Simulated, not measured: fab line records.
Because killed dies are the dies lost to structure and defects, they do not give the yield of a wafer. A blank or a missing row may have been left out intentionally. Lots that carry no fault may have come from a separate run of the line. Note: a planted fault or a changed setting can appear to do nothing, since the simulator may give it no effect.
Matching of chambers    flow n5Finfet    4 sister chambers for N5_BEOL_M8_STRIP_36 on rieDiel-03
The step strips in N2/H2. 14 wafers are shown with their chamber, then 7 later ones without.

## WAFERS PAIRED WITH THEIR CHAMBERS
wafer   chamber  throttleValvePct (%)  showerheadPlenumPTorr (Torr)  oesProductAu (a.u.)
L074.1  1        23.36                 2.58                          0.83
L074.4  2        23.62                 2.57                          0.82
L074.6  0        24.04                 2.47                          0.82
L075.1  0        24.03                 2.46                          0.82
L075.2  1        23.37                 2.58                          0.84
L075.6  2        23.61                 2.57                          0.83
L078.2  0        24.08                 2.46                          0.79
L078.3  2        23.66                 2.56                          0.81
L078.6  0        24.06                 2.46                          0.81
L079.1  1        23.40                 2.57                          0.82
L079.4  2        23.65                 2.56                          0.80
L079.6  0        24.10                 2.46                          0.80
L081.1  3        23.84                 2.60                          0.92
L081.2  0        24.07                 2.46                          0.79

SIGNATURES (averages over the wafers above)
reading                chamber 0  chamber 1  chamber 2  chamber 3  scatter within a chamber
throttleValvePct       24.0633    23.3767    23.6350    23.8400    0.0243
showerheadPlenumPTorr  2.4617     2.5767     2.5650     2.6000     0.005
oesProductAu           0.8050     0.8300     0.8150     0.9200     0.0128
Rule: for each reading, subtract the chamber's mean from the wafer's reading, divide by that reading's scatter and square the result; add these up over the readings and take the root, which gives the wafer's distance from the chamber. If the next closest chamber is less than 2 further off than the closest, the wafer can't be placed; otherwise it belongs to the closest. The scatter is the square root of a quotient: the sum, over the shown wafers, of each reading's squared deviation from its chamber's mean, divided by wafers minus chambers.

## WAFERS WHOSE CHAMBER IS MISSING
wafer   throttleValvePct (%)  showerheadPlenumPTorr (Torr)  oesProductAu (a.u.)
L081.6  23.39                 2.57                          0.82
L089.2  23.65                 2.56                          0.78
L089.3  23.88                 2.60                          0.91
L089.5  23.87                 2.60                          0.92
L088.2  24.13                 2.45                          0.76
L088.3  23.44                 2.56                          0.78
L088.6  23.41                 2.56                          0.78

## CHAMBER TAKEN BY EACH
wafer   from the rows above  in truth
L081.6  1                    1
L089.2  2                    2
L089.3  3                    3
L089.5  3                    3
L088.2  0                    0
L088.3  1                    1
L088.6  1                    1
7 of 7 placed correctly. From these rows, 0 cannot be placed. Number placed wrongly: 0.
